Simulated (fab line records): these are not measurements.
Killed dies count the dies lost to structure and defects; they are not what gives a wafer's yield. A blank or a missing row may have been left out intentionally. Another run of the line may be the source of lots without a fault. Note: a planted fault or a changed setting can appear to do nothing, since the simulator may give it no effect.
Split-lot trial	flow n5 finfet	21 wafers read from 7 lots, route of 1938 steps

ABOUT THE SPLIT
At N5_BEOL_M13_COAT_22 (resist thk 300 nm), the setting spin rpm was moved away from the recipe's 2888 rpm on 6 of the 21 wafers read, by -6.0% to +11.2%. All remaining wafers had this setting at the recipe value.

Reading taken at the split's own step.

THE READING
coat_of_BEOL_M13_COAT_22.thk nm (the simulator's own value, which no gauge read), in nm, at N5_BEOL_M13_COAT_22 (resist thk 300 nm). The file does not state a usual value for it. Here, 15 wafers ran the recipe; their average is 299.7 nm with a standard deviation of 0.84 nm.

wafer	tool, chamber at the split	spin rpm as run, rpm	against the recipe	coat_of_BEOL_M13_COAT_22.thk nm, nm	against lot-mates on the recipe
L075.1	litho track-04, 0	2888	recipe	298.8	-
L075.3	litho track-04, 0	2888	recipe	299.2	-
L075.6	litho track-04, 0	3188	+10.4%	285.6	-13.4
L080.2	litho track-05, 0	2888	recipe	299.6	-
L080.3	litho track-05, 0	3211	+11.2%	284.6	-15.5
L080.5	litho track-05, 0	2888	recipe	300.6	-
L084.1	litho track-05, 0	2888	recipe	298.4	-
L084.5	litho track-05, 0	2888	recipe	299.6	-
L084.6	litho track-05, 0	2888	recipe	298.8	-
L085.3	litho track-01, 0	2888	recipe	300.6	-
L085.5	litho track-01, 0	2888	recipe	300.6	-
L085.6	litho track-01, 0	2888	recipe	300.8	-
L089.2	litho track-04, 0	2714	-6.0%	309.4	+11.2
L089.5	litho track-04, 0	2888	recipe	298.2	-
L089.6	litho track-04, 0	2714	-6.0%	308.6	+10.4
L094.1	litho track-05, 0	2888	recipe	299.8	-
L094.2	litho track-05, 0	2888	recipe	299.4	-
L094.4	litho track-05, 0	3065	+6.1%	290.6	-9.0
L096.1	litho track-01, 0	2888	recipe	300.4	-
L096.3	litho track-01, 0	2888	recipe	300.4	-
L096.6	litho track-01, 0	2985	+3.4%	295.6	-4.8

THE FIT
A straight line over all 21 wafers: coat_of_BEOL_M13_COAT_22.thk nm changes by -1.41 nm for each +1% of spin rpm; r = -0.99; the points scatter about the line by 0.83 nm.
The same after taking each lot's own level away (the mean of its wafers on the recipe; 21 wafers): -1.47 nm for each +1%; r = -0.99; scatter 0.78 nm.
The reading moves by 16 nm for the largest change in spin rpm, on that fit.
The lots' own levels span 298.20 to 300.67 nm, that is 2.9 times the standard deviation above.
The two slopes are in agreement: the lot-to-lot level therefore moves the slope only a little.
Check: with one of the wafers moved furthest among these (+11.2%) left out of the fit, the line predicts -16.4 nm for it against its lot-mates. It came out at -15.5 nm against them.

OTHER SPLITS ON THESE WAFERS
Note: prior to the reading, these wafers also went through further splits. Each is held against what the fit with the lots' levels taken away leaves over:
other split on the same wafers	wafers away from the commonest value	r with coat_of_BEOL_M13_COAT_22.thk nm (lot level and that fit taken away)
N5_BEOL_M8_EXPOSE_25 dose mj	8	-0.15
N5_BEOL_M10_TRENCH_ETCH_37 bias w	8	-0.27
N5_BEOL_M11_COAT_22 spin rpm	6	+0.18
N5_BEOL_M11_PEB_26 peb time s	7	-0.08
N5_BEOL_M13_COAT_65 spin rpm	8	+0.60

FILE'S OWN FIT
coat_of_BEOL_M13_COAT_22.thk nm changes by -1.41 nm for each +1% of spin rpm, r = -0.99.
